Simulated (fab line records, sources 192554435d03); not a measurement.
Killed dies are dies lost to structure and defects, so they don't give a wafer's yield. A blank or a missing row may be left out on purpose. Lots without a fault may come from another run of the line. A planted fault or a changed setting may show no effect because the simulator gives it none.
Which tool did it? | flow n5_finfet | 11 lots, 33 wafers sampled, at 5 steps of a route of 1938

WHAT THE GAUGES READ, wafer by wafer
The record holds no reading of a measuring or inspecting step that can be judged against a usual standard deviation.

WHICH TOOL RAN EACH LOT (tool, then ch and the chambers of the sampled wafers, then the start)
lot  | N5_DUMMY_REMOVAL_STRIP_10         | N5_HKMG_FIN_ALD_74              | N5_HKMG_FIN_ETCH_54               | N5_HKMG_FIN_ALD_79                 | N5_PASSIVATION_PROBE_49
L338 | rie_diel-01 ch 0,2, day 3 21:20   | ald_hk-03 ch 0,1,2, day 3 22:15 | rie_diel-04 ch 0,1, day 3 22:47   | ald_metal-01 ch 1,2,3, day 4 00:16 | -
L339 | rie_diel-05 ch 1,2,3, day 4 06:49 | ald_hk-02 ch 1,2,3, day 4 08:04 | rie_diel-02 ch 2,3, day 4 08:37   | ald_metal-01 ch 0,2,3, day 4 10:21 | -
L341 | rie_diel-01 ch 1,2, day 5 05:07   | ald_hk-01 ch 0,1,3, day 5 06:03 | rie_diel-03 ch 1,2, day 5 06:38   | ald_metal-02 ch 0,1, day 5 07:58   | -
L342 | rie_diel-01 ch 0,3, day 5 05:20   | ald_hk-03 ch 0,2, day 5 06:27   | rie_diel-04 ch 0,1,3, day 5 07:02 | ald_metal-01 ch 1,2,3, day 5 08:22 | prober-01, day 14 04:54
L348 | rie_diel-01 ch 0,1,2, day 6 13:10 | ald_hk-02 ch 0,1,3, day 6 14:17 | rie_diel-04 ch 0,2,3, day 6 15:09 | ald_metal-01 ch 0,1,3, day 6 16:29 | -
L349 | rie_diel-06 ch 2,3, day 6 18:38   | ald_hk-02 ch 0,3, day 6 19:34   | rie_diel-04 ch 0,2,3, day 6 20:22 | ald_metal-01 ch 1,2,3, day 6 21:42 | -
L350 | rie_diel-05 ch 1,2,3, day 7 06:02 | ald_hk-02 ch 0,2,3, day 7 07:10 | rie_diel-02 ch 1,2, day 7 07:54   | ald_metal-01 ch 0,2, day 7 09:14   | -
L352 | rie_diel-05 ch 0,1,3, day 7 18:04 | ald_hk-03 ch 0,2,3, day 7 19:05 | rie_diel-03 ch 0,1,2, day 7 20:05 | ald_metal-02 ch 0,1,2, day 7 21:25 | -
L356 | rie_diel-06 ch 1,2,3, day 8 13:16 | ald_hk-01 ch 0,1,2, day 8 14:17 | rie_diel-02 ch 1,2,3, day 8 14:49 | ald_metal-01 ch 0,2,3, day 8 16:10 | -
L357 | rie_diel-01 ch 0,1, day 8 19:46   | ald_hk-01 ch 1,2,3, day 8 20:43 | rie_diel-02 ch 1,3, day 8 22:49   | ald_metal-01 ch 1,3, day 9 00:08   | prober-02, day 17 11:13
L361 | rie_diel-01 ch 0,1,2, day 9 14:35 | ald_hk-02 ch 1,2, day 9 15:31   | rie_diel-02 ch 0,2,3, day 9 16:11 | ald_metal-04 ch 2,3, day 9 17:31   | -
- N5_DUMMY_REMOVAL_STRIP_10: strips in N2/H2, time 40 s.
- N5_HKMG_FIN_ALD_74: deposits La2O3, target thk 0.5 nm, pulse time 6 s, co reactant pulse time 1 s.
- N5_HKMG_FIN_ETCH_54: etches SiARC in CF4, target depth 45.5 nm, time 75.8 s.
- N5_HKMG_FIN_ALD_79: deposits TiN, target thk 1.5 nm, pulse time 1 s, purge time 3 s.
- N5_PASSIVATION_PROBE_49

WHAT THE TOOLS THEMSELVES READ (means of the sampled wafers that have a number; where no wafer has one, the mark that the record gives instead)
N5_DUMMY_REMOVAL_STRIP_10. Usual: bias_power_w 2.999 W, standard deviation 0.0093; drypump_motor_current_A 5.9 A, standard deviation 0.42; oes_product_au 0.76 a.u., standard deviation 0.054; rf_vpp_V 45.4 V, standard deviation 0.91; showerhead_plenum_p_Torr 3.41 Torr, standard deviation 0.13; throttle_valve_pct 12.19 %, standard deviation 0.23.
lot  | tool        | bias_power_w (W) | drypump_motor_current_A (A) | oes_product_au (a.u.) | rf_vpp_V (V) | showerhead_plenum_p_Torr (Torr) | throttle_valve_pct (%) | flag
L338 | rie_diel-01 | 2.995            | 5.8                         | 0.84                  | 45.1         | 3.47                            | 12.04                  |
L339 | rie_diel-05 | 2.998            | 5.8                         | 0.72                  | 45.2         | 3.41                            | 12.24                  |
L341 | rie_diel-01 | 3.006            | 6.4                         | 0.77                  | 45.2         | 3.34                            | 11.97                  |
L342 | rie_diel-01 | 3.015            | 5.7                         | 0.78                  | 45.7         | 3.53                            | 12.18                  |
L348 | rie_diel-01 | 2.995            | 6.1                         | 0.79                  | 46.2         | 3.44                            | 11.99                  |
L349 | rie_diel-06 | 2.995            | 6.3                         | 0.79                  | 46.3         | 3.40                            | 12.19                  |
L350 | rie_diel-05 | 2.996            | 5.9                         | 0.71                  | 45.6         | 3.40                            | 12.29                  |
L352 | rie_diel-05 | 2.998            | 5.8                         | 0.73                  | 44.9         | 3.32                            | 12.29                  |
L356 | rie_diel-06 | 3.004            | 6.2                         | 0.79                  | 44.0         | 3.40                            | 12.16                  |
L357 | rie_diel-01 | 3.000            | 5.8                         | 0.80                  | 46.2         | 3.54                            | 12.06                  |
L361 | rie_diel-01 | 3.003            | 6.1                         | 0.77                  | 44.3         | 3.43                            | 12.05                  |

N5_HKMG_FIN_ALD_74. Usual: heater_power_w 351 W, standard deviation 18; precursor_pulse_height_rel 1.001, standard deviation 0.02.
lot  | tool      | heater_power_w (W) | precursor_pulse_height_rel | flag
L338 | ald_hk-03 | 333                | 1.001                      |
L339 | ald_hk-02 | 355                | 0.998                      |
L341 | ald_hk-01 | 363                | 0.984                      |
L342 | ald_hk-03 | 356                | 0.997                      |
L348 | ald_hk-02 | 353                | 1.004                      |
L349 | ald_hk-02 | 363                | 0.980                      |
L350 | ald_hk-02 | 363                | 1.012                      |
L352 | ald_hk-03 | 342                | 1.004                      |
L356 | ald_hk-01 | 361                | 0.982                      |
L357 | ald_hk-01 | 355                | 0.994                      |
L361 | ald_hk-02 | 345                | 1.004                      |

N5_HKMG_FIN_ETCH_54. Usual: drypump_motor_current_A 5.8 A, standard deviation 0.5; etch_rf_on_time_s 75.8 s, standard deviation 1.8; mfc_ar_sccm 100.1 sccm, standard deviation 0.33; oes_product_au 0.64 a.u., standard deviation 0.066; rf_vpp_V 183.8 V, standard deviation 1.1; showerhead_plenum_p_Torr 2.12 Torr, standard deviation 0.068; throttle_valve_pct 15.62 %, standard deviation 0.19.
lot  | tool        | drypump_motor_current_A (A) | etch_rf_on_time_s (s) | mfc_ar_sccm (sccm) | oes_product_au (a.u.) | rf_vpp_V (V) | showerhead_plenum_p_Torr (Torr) | throttle_valve_pct (%) | flag
L338 | rie_diel-04 | 6.4                         | 74.3                  | 100.1              | 0.60                  | 183.9        | 2.08                            | 15.67                  |
L339 | rie_diel-02 | 5.3                         | 75.7                  | 100.0              | 0.63                  | 185.5        | 2.19                            | 15.75                  |
L341 | rie_diel-03 | 5.3                         | 75.7                  | 99.7               | 0.74                  | 183.9        | 2.17                            | 15.30                  |
L342 | rie_diel-04 | 6.5                         | 74.7                  | 100.2              | 0.67                  | 183.4        | 2.11                            | 15.67                  |
L348 | rie_diel-04 | 6.2                         | 91.9                  | 100.0              | 0.63                  | 184.1        | 2.08                            | 15.76                  | OFF
L349 | rie_diel-04 | 6.3                         | 90.4                  | 100.1              | 0.63                  | 183.2        | 2.08                            | 15.77                  | OFF
L350 | rie_diel-02 | 5.6                         | 76.4                  | 100.1              | 0.61                  | 184.7        | 2.20                            | 15.82                  |
L352 | rie_diel-03 | 5.4                         | 74.2                  | 99.9               | 0.68                  | 183.5        | 2.15                            | 15.41                  |
L356 | rie_diel-02 | 5.7                         | 75.1                  | 99.9               | 0.61                  | 184.0        | 2.18                            | 15.71                  |
L357 | rie_diel-02 | 6.0                         | 75.0                  | 100.5              | 0.62                  | 184.1        | 2.18                            | 15.60                  |
L361 | rie_diel-02 | 5.4                         | 75.5                  | 100.1              | 0.60                  | 183.7        | 2.12                            | 15.70                  |

N5_HKMG_FIN_ALD_79. Usual: heater_power_w 843 W, standard deviation 74; precursor_pulse_height_rel 1.003, standard deviation 0.02.
lot  | tool         | heater_power_w (W) | precursor_pulse_height_rel | flag
L338 | ald_metal-01 | 867                | 1.004                      |
L339 | ald_metal-01 | 826                | 1.023                      |
L341 | ald_metal-02 | 848                | 0.991                      |
L342 | ald_metal-01 | 867                | 0.994                      |
L348 | ald_metal-01 | 843                | 1.013                      |
L349 | ald_metal-01 | 872                | 0.998                      |
L350 | ald_metal-01 | 853                | 1.004                      |
L352 | ald_metal-02 | 857                | 1.022                      |
L356 | ald_metal-01 | 826                | 1.020                      |
L357 | ald_metal-01 | 891                | 0.995                      |
L361 | ald_metal-04 | 734                | 1.013                      |

N5_PASSIVATION_PROBE_49. Usual: killed_at_M0_to_M3 37, standard deviation 12; killed_at_M4_up 14, standard deviation 5.3; killed_at_contacts 12, standard deviation 6.2; killed_at_front_end 41, standard deviation 11; killed_at_other 3.7, standard deviation 2.9; killed_dies 107, standard deviation 17; killed_open 71, standard deviation 12; killed_short 34, standard deviation 7.9.
lot  | tool      | killed_at_M0_to_M3 | killed_at_M4_up | killed_at_contacts | killed_at_front_end | killed_at_other | killed_dies | killed_open | killed_short | flag
L342 | prober-01 | 28                 | 14              | 5                  | 32                  | 2.0             | 81          | 52          | 28           |
L357 | prober-02 | 40                 | 18              | 21                 | 44                  | 2.7             | 126         | 87          | 37           |

THE ANSWER, worked out from the rows above alone
Rule: a lot is off if the mean of its wafers that have a number lies more than 3 standard deviations from the usual mean. A lot without any number at a reading at which 4 lots or more have one is off too. The other lots that the step has rows for count as sound. The gauges are gone through in route order, then the tools' own readings, and for those a lot's mean is taken as printed above. The first step at which some lot is off is used, and at that step the reading that is off furthest; a lot without a number counts as furthest.
Off: L348, L349, at N5_HKMG_FIN_ETCH_54 (etch_rf_on_time_s).
A tool fits if, at that step or a process step before it, it ran every lot that is off, and no sound lot after the first of them. One fits: rie_diel-04 at N5_HKMG_FIN_ETCH_54. Its last sound lot is L342 (day 5 07:02), its first lot that is off L348 (day 6 15:09): a fault that began between those two fits.
The tool's own readings at N5_HKMG_FIN_ETCH_54 bear it out: on the lots that are off they differ by more than 5 times the standard deviation of the sound lots' means. etch_rf_on_time_s reads 91.2 s there against 75.2 s on the sound lots.

WHAT THE SIMULATOR HAD PUT IN
Process parameter drift: rie_diel-04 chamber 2, from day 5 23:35 on, at N5_HKMG_FIN_ETCH_54. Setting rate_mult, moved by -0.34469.
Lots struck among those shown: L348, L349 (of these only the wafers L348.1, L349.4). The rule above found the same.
